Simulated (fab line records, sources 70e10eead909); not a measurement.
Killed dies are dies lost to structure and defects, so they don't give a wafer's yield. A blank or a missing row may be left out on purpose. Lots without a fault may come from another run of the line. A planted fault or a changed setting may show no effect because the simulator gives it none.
Which tool did it? | flow nand_harc | 23 lots, 69 wafers sampled, at 6 steps of a route of 1302

WHAT THE GAUGES READ, wafer by wafer
The record holds no reading of a measuring or inspecting step that can be judged against a usual standard deviation.

WHICH TOOL RAN EACH LOT (tool, then ch and the chambers of the sampled wafers, then the start)
lot  | NHARC_A_STAIRCASE_HM_OPEN_457                 | NHARC_A_STAIRCASE_HM_DEP_459  | NHARC_A_STAIRCASE_DEP_280       | NHARC_A_STAIRCASE_ETCH_294                    | NHARC_A_STAIRCASE_HM_DEP_462  | NHARC_A_STAIRCASE_ETCH_313
L074 | rie_diel-07 ch 0,1, day 16 14:25 or earlier   | acl_dep-02 ch 0, day 16 14:25 | pecvd-02 ch 0,1,2, day 16 16:17 | rie_diel-08 ch 1,2,3, day 16 20:43 or earlier | acl_dep-02 ch 0, day 16 20:43 | rie_diel-08 ch 0,2,3, day 16 23:38
L075 | rie_diel-07 ch 0,2,3, day 16 17:14 or earlier | acl_dep-02 ch 0, day 16 17:14 | pecvd-02 ch 0,1, day 16 18:53   | rie_diel-07 ch 0,2, day 17 03:58 or earlier   | acl_dep-03 ch 0, day 17 03:58 | rie_diel-04 ch 0,2,3, day 17 06:59
L076 | rie_diel-07 ch 0,1,2, day 17 09:21 or earlier | acl_dep-02 ch 0, day 17 09:21 | pecvd-02 ch 0,2, day 17 10:36   | rie_diel-07 ch 0,2,3, day 17 14:27 or earlier | acl_dep-01 ch 0, day 17 14:27 | rie_diel-04 ch 1,2,3, day 17 16:38
L077 | rie_diel-08 ch 0,1,2, day 17 16:07 or earlier | acl_dep-02 ch 0, day 17 16:07 | pecvd-04 ch 0,1,2, day 17 17:40 | rie_diel-07 ch 0,3, day 17 21:49 or earlier   | acl_dep-02 ch 0, day 17 21:49 | rie_diel-07 ch 1,2,3, day 18 00:24
L078 | rie_diel-04 ch 0,1,2, day 18 07:57 or earlier | acl_dep-02 ch 0, day 18 07:57 | pecvd-03 ch 0,1,2, day 18 09:50 | rie_diel-04 ch 1,2, day 18 13:05 or earlier   | acl_dep-03 ch 0, day 18 13:05 | rie_diel-08 ch 0,1,3, day 18 16:02
L079 | rie_diel-04 ch 1,2,3, day 18 08:50 or earlier | acl_dep-03 ch 0, day 18 08:50 | pecvd-03 ch 0,2, day 18 10:40   | rie_diel-07 ch 0,2,3, day 18 14:34 or earlier | acl_dep-02 ch 0, day 18 14:34 | rie_diel-07 ch 0,2,3, day 18 17:32
L080 | rie_diel-04 ch 0,3, day 18 20:29 or earlier   | acl_dep-03 ch 0, day 18 20:29 | pecvd-03 ch 1,2, day 18 21:46   | rie_diel-08 ch 0,1, day 19 07:46 or earlier   | acl_dep-01 ch 0, day 19 07:46 | rie_diel-08 ch 0,1, day 19 10:05
L082 | rie_diel-07 ch 1,2,3, day 19 18:52 or earlier | acl_dep-01 ch 0, day 19 18:52 | pecvd-04 ch 1,2, day 19 20:07   | rie_diel-08 ch 0,3, day 20 02:08 or earlier   | acl_dep-03 ch 0, day 20 02:08 | rie_diel-07 ch 1,2, day 20 04:29
L083 | rie_diel-04 ch 0,2,3, day 19 17:31 or earlier | acl_dep-02 ch 0, day 19 17:31 | pecvd-02 ch 1,2, day 19 19:05   | rie_diel-04 ch 0,3, day 19 22:32 or earlier   | acl_dep-02 ch 0, day 19 22:32 | rie_diel-08 ch 1,2,3, day 20 01:10
L084 | rie_diel-07 ch 1,3, day 20 17:29 or earlier   | acl_dep-02 ch 0, day 20 17:29 | pecvd-03 ch 0,1, day 20 19:02   | rie_diel-08 ch 0,3, day 20 22:41 or earlier   | acl_dep-01 ch 0, day 20 22:41 | rie_diel-04 ch 1,3, day 21 01:19
L085 | rie_diel-08 ch 0,1,3, day 20 20:01 or earlier | acl_dep-03 ch 0, day 20 20:01 | pecvd-02 ch 0,1,2, day 20 21:02 | rie_diel-08 ch 0,2,3, day 21 01:14 or earlier | acl_dep-02 ch 0, day 21 01:14 | rie_diel-07 ch 2,3, day 21 03:15
L086 | rie_diel-08 ch 0,1,2, day 21 15:38 or earlier | acl_dep-02 ch 0, day 21 15:38 | pecvd-03 ch 0,2, day 21 16:55   | rie_diel-08 ch 1,2,3, day 21 23:44 or earlier | acl_dep-03 ch 0, day 21 23:44 | rie_diel-08 ch 1,3, day 22 02:04
L087 | rie_diel-07 ch 0,1,2, day 22 07:08 or earlier | acl_dep-01 ch 0, day 22 07:08 | pecvd-03 ch 1,2, day 22 08:41   | rie_diel-08 ch 0,1, day 22 12:32 or earlier   | acl_dep-03 ch 0, day 22 12:32 | rie_diel-07 ch 2,3, day 22 15:10
L089 | rie_diel-04 ch 0,2,3, day 22 16:39 or earlier | acl_dep-02 ch 0, day 22 16:39 | pecvd-04 ch 1,2, day 22 18:33   | rie_diel-07 ch 0,2,3, day 22 23:52 or earlier | acl_dep-01 ch 0, day 22 23:52 | rie_diel-08 ch 1,2, day 23 02:41
L088 | rie_diel-08 ch 0,3, day 22 18:23 or earlier   | acl_dep-01 ch 0, day 22 18:23 | pecvd-04 ch 0,1, day 22 20:16   | rie_diel-08 ch 0,2, day 23 01:17 or earlier   | acl_dep-03 ch 0, day 23 01:17 | rie_diel-04 ch 1,3, day 23 04:14
L090 | rie_diel-07 ch 1,3, day 23 06:34 or earlier   | acl_dep-02 ch 0, day 23 06:34 | pecvd-04 ch 0,1, day 23 07:53   | rie_diel-07 ch 0,3, day 23 12:58 or earlier   | acl_dep-03 ch 0, day 23 12:58 | rie_diel-07 ch 0,2, day 23 15:23
L092 | rie_diel-07 ch 0,1,2, day 23 09:54 or earlier | acl_dep-02 ch 0, day 23 09:54 | pecvd-04 ch 1,2, day 23 11:47   | rie_diel-07 ch 0,3, day 23 16:38 or earlier   | acl_dep-02 ch 0, day 23 16:38 | rie_diel-04 ch 0,1, day 23 19:29
L091 | rie_diel-07 ch 0,3, day 23 12:21 or earlier   | acl_dep-01 ch 0, day 23 12:21 | pecvd-02 ch 0,1, day 23 13:55   | rie_diel-08 ch 0,2, day 23 18:11 or earlier   | acl_dep-03 ch 0, day 23 18:11 | rie_diel-07 ch 1,2,3, day 23 20:50
L093 | rie_diel-07 ch 1,3, day 24 15:08 or earlier   | acl_dep-02 ch 0, day 24 15:08 | pecvd-02 ch 0,2, day 24 16:27   | rie_diel-07 ch 0,3, day 24 20:15 or earlier   | acl_dep-02 ch 0, day 24 20:15 | rie_diel-04 ch 1,2, day 24 22:35
L094 | rie_diel-08 ch 0,1,2, day 24 21:56 or earlier | acl_dep-01 ch 0, day 24 21:56 | pecvd-02 ch 0,1, day 24 23:46   | rie_diel-07 ch 1,2,3, day 25 02:52 or earlier | acl_dep-01 ch 0, day 25 02:52 | rie_diel-07 ch 1,2,3, day 25 05:48
L095 | rie_diel-08 ch 0,2, day 25 06:10 or earlier   | acl_dep-01 ch 0, day 25 06:10 | pecvd-02 ch 0,1, day 25 07:46   | rie_diel-04 ch 0,1, day 25 14:22 or earlier   | acl_dep-02 ch 0, day 25 14:22 | rie_diel-04 ch 0,1,2, day 25 17:19
L096 | rie_diel-08 ch 1,2, day 26 07:20 or earlier   | acl_dep-03 ch 0, day 26 07:20 | pecvd-04 ch 0,1, day 26 08:38   | rie_diel-07 ch 0,1, day 26 15:55 or earlier   | acl_dep-03 ch 0, day 26 15:55 | rie_diel-07 ch 0,2,3, day 26 18:18
L097 | rie_diel-08 ch 0,1, day 26 14:03 or earlier   | acl_dep-03 ch 0, day 26 14:03 | pecvd-03 ch 0,1,2, day 26 15:22 | rie_diel-04 ch 0,1, day 26 19:38 or earlier   | acl_dep-03 ch 0, day 26 19:38 | rie_diel-04 ch 0,2,3, day 26 21:58
- NHARC_A_STAIRCASE_HM_OPEN_457: chemistry O2/COS.
- NHARC_A_STAIRCASE_HM_DEP_459: deposits aC, target thk 1500 nm.
- NHARC_A_STAIRCASE_DEP_280: deposits SiON, target thk 30 nm.
- NHARC_A_STAIRCASE_ETCH_294: etches the open film in C4F8/O2/Ar, target depth 4989 nm, time 1211.6 s.
- NHARC_A_STAIRCASE_HM_DEP_462: deposits aC, target thk 800 nm.
- NHARC_A_STAIRCASE_ETCH_313: etches the open film in CF4/CHF3.

WHAT THE TOOLS THEMSELVES READ (means of the sampled wafers that have a number; where no wafer has one, the mark that the record gives instead)
NHARC_A_STAIRCASE_HM_OPEN_457. Usual: bias_w 300.0 W, standard deviation 0.92; chamber_pressure_mTorr 20.000 mTorr, standard deviation 0.02; drypump_motor_current_A 5.9 A, standard deviation 0.39; oes_product_au 0.996 a.u., standard deviation 0.01; rf_vpp_V 468.1 V, standard deviation 2.7; showerhead_plenum_p_Torr 3.17 Torr, standard deviation 0.12; throttle_valve_pct 28.329 %, standard deviation 0.0087.
lot  | tool        | bias_w (W) | chamber_pressure_mTorr (mTorr) | drypump_motor_current_A (A) | oes_product_au (a.u.) | rf_vpp_V (V) | showerhead_plenum_p_Torr (Torr) | throttle_valve_pct (%) | flag
L074 | rie_diel-07 | 299.4      | 20.014                         | 6.1                         | 0.994                 | 466.2        | 3.06                            | 28.326                 |
L075 | rie_diel-07 | 301.6      | 20.017                         | 5.8                         | 0.994                 | 467.1        | 3.16                            | 28.340                 |
L076 | rie_diel-07 | 300.4      | 19.998                         | 6.1                         | 0.988                 | 467.1        | 3.11                            | 28.324                 |
L077 | rie_diel-08 | 299.8      | 20.000                         | 5.9                         | 1.004                 | 469.3        | 3.21                            | 28.337                 |
L078 | rie_diel-04 | 299.8      | 19.995                         | 5.9                         | 1.001                 | 467.7        | 3.13                            | 28.327                 |
L079 | rie_diel-04 | 300.5      | 19.992                         | 5.9                         | 0.999                 | 465.4        | 3.05                            | 28.326                 |
L080 | rie_diel-04 | 299.6      | 20.006                         | 6.2                         | 0.996                 | 468.7        | 3.21                            | 28.320                 |
L082 | rie_diel-07 | 300.5      | 19.999                         | 5.6                         | 0.985                 | 468.3        | 3.17                            | 28.329                 |
L083 | rie_diel-04 | 300.1      | 19.985                         | 6.0                         | 0.997                 | 468.0        | 3.14                            | 28.326                 |
L084 | rie_diel-07 | 300.4      | 20.001                         | 5.6                         | 0.985                 | 468.1        | 3.12                            | 28.327                 |
L085 | rie_diel-08 | 299.9      | 19.997                         | 6.0                         | 1.004                 | 469.5        | 3.27                            | 28.326                 |
L086 | rie_diel-08 | 300.0      | 20.003                         | 5.9                         | 1.005                 | 468.7        | 3.20                            | 28.329                 |
L087 | rie_diel-07 | 300.3      | 20.016                         | 6.1                         | 0.990                 | 465.7        | 3.09                            | 28.328                 |
L089 | rie_diel-04 | 300.4      | 20.004                         | 6.0                         | 0.992                 | 466.7        | 3.13                            | 28.336                 |
L088 | rie_diel-08 | 299.7      | 19.997                         | 6.1                         | 1.012                 | 469.6        | 3.20                            | 28.330                 |
L090 | rie_diel-07 | 300.4      | 20.015                         | 5.6                         | 0.996                 | 467.0        | 3.11                            | 28.333                 |
L092 | rie_diel-07 | 299.7      | 19.993                         | 6.2                         | 0.990                 | 466.7        | 3.08                            | 28.331                 |
L091 | rie_diel-07 | 300.0      | 20.004                         | 5.4                         | 0.993                 | 466.1        | 3.12                            | 28.326                 |
L093 | rie_diel-07 | 299.2      | 19.997                         | 5.6                         | 0.988                 | 467.0        | 3.11                            | 28.336                 |
L094 | rie_diel-08 | 301.1      | 19.975                         | 5.9                         | 0.997                 | 468.4        | 3.19                            | 28.326                 |
L095 | rie_diel-08 | 300.0      | 20.005                         | 5.8                         | 0.994                 | 468.1        | 3.12                            | 28.329                 |
L096 | rie_diel-08 | 300.0      | 19.982                         | 5.8                         | 0.987                 | 470.0        | 3.24                            | 28.326                 |
L097 | rie_diel-08 | 299.4      | 19.991                         | 6.0                         | 0.996                 | 469.7        | 3.25                            | 28.325                 |

NHARC_A_STAIRCASE_HM_DEP_459. Usual: throttle_valve_pct 34.998 %, standard deviation 0.0089.
lot  | tool       | throttle_valve_pct (%) | flag
L074 | acl_dep-02 | 34.993                 |
L075 | acl_dep-02 | 34.992                 |
L076 | acl_dep-02 | 34.990                 |
L077 | acl_dep-02 | 34.997                 |
L078 | acl_dep-02 | 35.007                 |
L079 | acl_dep-03 | 34.999                 |
L080 | acl_dep-03 | 35.003                 |
L082 | acl_dep-01 | 34.995                 |
L083 | acl_dep-02 | 34.990                 |
L084 | acl_dep-02 | 34.994                 |
L085 | acl_dep-03 | 35.000                 |
L086 | acl_dep-02 | 35.001                 |
L087 | acl_dep-01 | 34.991                 |
L089 | acl_dep-02 | 34.989                 |
L088 | acl_dep-01 | 34.996                 |
L090 | acl_dep-02 | 34.996                 |
L092 | acl_dep-02 | 35.001                 |
L091 | acl_dep-01 | 34.999                 |
L093 | acl_dep-02 | 34.993                 |
L094 | acl_dep-01 | 34.996                 |
L095 | acl_dep-01 | 34.999                 |
L096 | acl_dep-03 | 35.001                 |
L097 | acl_dep-03 | 34.996                 |

NHARC_A_STAIRCASE_DEP_280. Usual: chamber_pressure_Torr 3.500 Torr, standard deviation 0.0091; heater_power_w 737 W, standard deviation 89.
lot  | tool     | chamber_pressure_Torr (Torr) | heater_power_w (W) | flag
L074 | pecvd-02 | 3.496                        | 700                |
L075 | pecvd-02 | 3.505                        | 648                |
L076 | pecvd-02 | 3.495                        | 654                |
L077 | pecvd-04 | 3.491                        | 734                |
L078 | pecvd-03 | 3.499                        | 751                |
L079 | pecvd-03 | 3.497                        | 746                |
L080 | pecvd-03 | 3.509                        | 699                |
L082 | pecvd-04 | 3.506                        | 812                |
L083 | pecvd-02 | 3.503                        | 711                |
L084 | pecvd-03 | 3.500                        | 855                |
L085 | pecvd-02 | 3.502                        | 721                |
L086 | pecvd-03 | 3.497                        | 656                |
L087 | pecvd-03 | 3.501                        | 717                |
L089 | pecvd-04 | 3.492                        | 813                |
L088 | pecvd-04 | 3.490                        | 680                |
L090 | pecvd-04 | 3.503                        | 791                |
L092 | pecvd-04 | 3.504                        | 747                |
L091 | pecvd-02 | 3.508                        | 730                |
L093 | pecvd-02 | 3.507                        | 681                |
L094 | pecvd-02 | 3.503                        | 683                |
L095 | pecvd-02 | 3.497                        | 732                |
L096 | pecvd-04 | 3.497                        | 765                |
L097 | pecvd-03 | 3.499                        | 767                |

NHARC_A_STAIRCASE_ETCH_294. Usual: bias_w 3000 W, standard deviation 9.4; chamber_pressure_mTorr 24.997 mTorr, standard deviation 0.02; oes_product_au 0.933 a.u., standard deviation 0.015; rf_vpp_V 1830 V, standard deviation 10.
lot  | tool        | bias_w (W) | chamber_pressure_mTorr (mTorr) | oes_product_au (a.u.) | rf_vpp_V (V) | flag
L074 | rie_diel-08 | 2996       | 24.995                         | 0.953                 | 1840         |
L075 | rie_diel-07 | 2995       | 24.995                         | 0.930                 | 1830         |
L076 | rie_diel-07 | 3005       | 25.023                         | 0.921                 | 1829         |
L077 | rie_diel-07 | 3012       | 24.996                         | 0.917                 | 1822         |
L078 | rie_diel-04 | 3002       | 24.979                         | 0.942                 | 1815         |
L079 | rie_diel-07 | 2997       | 24.985                         | 0.925                 | 1829         |
L080 | rie_diel-08 | 3008       | 24.975                         | 0.943                 | 1835         |
L082 | rie_diel-08 | 3001       | 24.984                         | 0.947                 | 1839         |
L083 | rie_diel-04 | 3006       | 25.002                         | 0.921                 | 1834         |
L084 | rie_diel-08 | 2992       | 25.015                         | 0.935                 | 1834         |
L085 | rie_diel-08 | 3008       | 24.999                         | 0.934                 | 1833         |
L086 | rie_diel-08 | 3005       | 25.011                         | 0.927                 | 1838         |
L087 | rie_diel-08 | 2997       | 25.006                         | 0.947                 | 1838         |
L089 | rie_diel-07 | 3001       | 24.994                         | 0.928                 | 1827         |
L088 | rie_diel-08 | 3003       | 25.007                         | 0.936                 | 1828         |
L090 | rie_diel-07 | 2983       | 24.993                         | 0.924                 | 1821         |
L092 | rie_diel-07 | 3006       | 24.987                         | 0.919                 | 1821         |
L091 | rie_diel-08 | 2996       | 24.983                         | 0.961                 | 1827         |
L093 | rie_diel-07 | 2997       | 25.007                         | 0.927                 | 1826         |
L094 | rie_diel-07 | 2996       | 24.984                         | 0.937                 | 1830         |
L095 | rie_diel-04 | 3000       | 25.000                         | 0.953                 | 1837         |
L096 | rie_diel-07 | 3003       | 24.996                         | 0.933                 | 1818         |
L097 | rie_diel-04 | 3000       | 24.997                         | 0.926                 | 1830         |

NHARC_A_STAIRCASE_HM_DEP_462. Usual: throttle_valve_pct 35.001 %, standard deviation 0.0092.
lot  | tool       | throttle_valve_pct (%) | flag
L074 | acl_dep-02 | 35.002                 |
L075 | acl_dep-03 | 35.000                 |
L076 | acl_dep-01 | 35.002                 |
L077 | acl_dep-02 | 35.000                 |
L078 | acl_dep-03 | 34.992                 |
L079 | acl_dep-02 | 35.010                 |
L080 | acl_dep-01 | 34.994                 |
L082 | acl_dep-03 | 34.998                 |
L083 | acl_dep-02 | 35.003                 |
L084 | acl_dep-01 | 35.002                 |
L085 | acl_dep-02 | 34.999                 |
L086 | acl_dep-03 | 35.005                 |
L087 | acl_dep-03 | 35.000                 |
L089 | acl_dep-01 | 34.995                 |
L088 | acl_dep-03 | 34.997                 |
L090 | acl_dep-03 | 35.005                 |
L092 | acl_dep-02 | 35.005                 |
L091 | acl_dep-03 | 35.010                 |
L093 | acl_dep-02 | 35.010                 |
L094 | acl_dep-01 | 34.998                 |
L095 | acl_dep-02 | 34.998                 |
L096 | acl_dep-03 | 34.994                 |
L097 | acl_dep-03 | 34.999                 |

NHARC_A_STAIRCASE_ETCH_313. Usual: bias_w 200.0 W, standard deviation 0.64; chamber_pressure_mTorr 24.996 mTorr, standard deviation 0.022; drypump_motor_current_A 5.9 A, standard deviation 0.37; oes_product_au 0.930 a.u., standard deviation 0.018; rf_vpp_V 371.0 V, standard deviation 2.4; showerhead_plenum_p_Torr 1.59 Torr, standard deviation 0.067; throttle_valve_pct 16.803 %, standard deviation 0.0099.
lot  | tool        | bias_w (W) | chamber_pressure_mTorr (mTorr) | drypump_motor_current_A (A) | oes_product_au (a.u.) | rf_vpp_V (V) | showerhead_plenum_p_Torr (Torr) | throttle_valve_pct (%) | flag
L074 | rie_diel-08 | 199.7      | 25.008                         | 5.9                         | 0.931                 | 372.3        | 1.62                            | 16.800                 |
L075 | rie_diel-04 | 200.2      | 24.963                         | 6.0                         | 0.924                 | 371.8        | 1.59                            | 16.813                 |
L076 | rie_diel-04 | 200.1      | 25.019                         | 5.9                         | 0.918                 | 369.8        | 1.54                            | 16.812                 |
L077 | rie_diel-07 | 199.6      | 24.997                         | 5.6                         | 0.906                 | 371.4        | 1.60                            | 16.804                 |
L078 | rie_diel-08 | 200.2      | 25.000                         | 6.0                         | 0.978                 | 374.1        | 1.65                            | 16.792                 |
L079 | rie_diel-07 | 199.8      | 25.005                         | 5.8                         | 0.909                 | 370.7        | 1.59                            | 16.804                 |
L080 | rie_diel-08 | 199.5      | 24.998                         | 6.1                         | 0.938                 | 371.2        | 1.62                            | 16.806                 |
L082 | rie_diel-07 | 200.7      | 25.012                         | 6.0                         | 0.915                 | 371.4        | 1.58                            | 16.800                 |
L083 | rie_diel-08 | 200.5      | 25.007                         | 5.8                         | 0.933                 | 373.3        | 1.65                            | 16.800                 |
L084 | rie_diel-04 | 200.4      | 24.989                         | 6.1                         | 0.920                 | 370.6        | 1.57                            | 16.793                 |
L085 | rie_diel-07 | 200.0      | 25.012                         | 5.8                         | 0.967                 | 372.7        | 1.63                            | 16.809                 |
L086 | rie_diel-08 | 200.4      | 24.979                         | 5.9                         | 0.921                 | 374.2        | 1.67                            | 16.800                 |
L087 | rie_diel-07 | 199.7      | 24.981                         | 5.3                         | 0.918                 | 372.4        | 1.62                            | 16.809                 |
L089 | rie_diel-08 | 200.0      | 25.016                         | 5.8                         | 0.928                 | 373.0        | 1.64                            | 16.796                 |
L088 | rie_diel-04 | 200.8      | 24.982                         | 6.0                         | 0.932                 | 370.2        | 1.56                            | 16.797                 |
L090 | rie_diel-07 | 199.3      | 25.002                         | 6.2                         | 0.918                 | 369.4        | 1.54                            | 16.813                 |
L092 | rie_diel-04 | 199.1      | 25.004                         | 6.1                         | 0.958                 | 372.1        | 1.64                            | 16.809                 |
L091 | rie_diel-07 | 200.4      | 24.996                         | 5.7                         | 0.929                 | 371.5        | 1.59                            | 16.794                 |
L093 | rie_diel-04 | 200.3      | 25.001                         | 5.8                         | 0.944                 | 369.1        | 1.52                            | 16.797                 |
L094 | rie_diel-07 | 200.3      | 25.004                         | 5.6                         | 0.927                 | 371.5        | 1.59                            | 16.814                 |
L095 | rie_diel-04 | 199.8      | 25.003                         | 5.9                         | 0.926                 | 370.1        | 1.56                            | 16.804                 |
L096 | rie_diel-07 | 200.3      | 25.005                         | 5.8                         | 0.927                 | 370.3        | 1.57                            | 16.809                 |
L097 | rie_diel-04 | 200.3      | 25.005                         | 6.0                         | 0.931                 | 369.4        | 1.57                            | 16.796                 |

THE ANSWER, worked out from the rows above alone
Rule: a lot is off if the mean of its wafers that have a number lies more than 3 standard deviations from the usual mean. A lot without any number at a reading at which 4 lots or more have one is off too. The other lots that the step has rows for count as sound. The gauges are gone through in route order, then the tools' own readings, and for those a lot's mean is taken as printed above. The first step at which some lot is off is used, and at that step the reading that is off furthest; a lot without a number counts as furthest.
No lot is off at any reading shown: from this, nothing can be told.

WHAT THE SIMULATOR HAD PUT IN
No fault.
